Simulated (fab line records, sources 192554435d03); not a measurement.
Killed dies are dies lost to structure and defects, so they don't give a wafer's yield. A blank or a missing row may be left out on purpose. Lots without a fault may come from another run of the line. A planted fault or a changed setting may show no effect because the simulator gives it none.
Chamber matching | flow n5_finfet | N5_BEOL_M7_CURE_74 on uv_cure-01: 3 sister chambers
The step cures SiCOH lowk, time 240 s. 3 wafers are shown with their chamber, then 7 later ones without.

WAFERS WITH THEIR CHAMBER
wafer  | chamber | wafer_temp_C_max
L079.5 | 1       | 387.9
L086.5 | 0       | 387.4
L084.4 | 2       | 386.0

WAFERS WITHOUT THEIR CHAMBER
wafer  | wafer_temp_C_max
L084.6 | 386.8
L089.1 | 387.3
L089.5 | 386.9
L089.6 | 386.9
L094.1 | 387.3
L094.2 | 388.4
L094.3 | 387.3

WHICH CHAMBER EACH WENT THROUGH
wafer  | from the rows above          | in truth
L084.6 | can't be placed: 0 or 2 or 1 | 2
L089.1 | can't be placed: 0 or 1      | 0
L089.5 | can't be placed: 0 or 2 or 1 | 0
L089.6 | can't be placed: 0 or 2 or 1 | 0
L094.1 | can't be placed: 0 or 1      | 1
L094.2 | can't be placed: 1 or 0      | 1
L094.3 | can't be placed: 0 or 1      | 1
Placed correctly: 0 of 7. Can't be placed from these rows: 7 (the true chamber is among the candidates in 7). Placed wrongly: 0.
How it was worked out, from the rows above alone: a wafer's distance from a chamber is the root of the sum, over the readings, of the square of ((its reading less the chamber's mean) divided by the reading's scatter). The wafer belongs to the nearest chamber; if the next one is less than 2 further off, it can't be placed. A chamber's mean is the mean of its shown wafers. The scatter: with one shown wafer a chamber, the root of the mean of the squares of how far each hidden wafer lies from its nearest shown one.
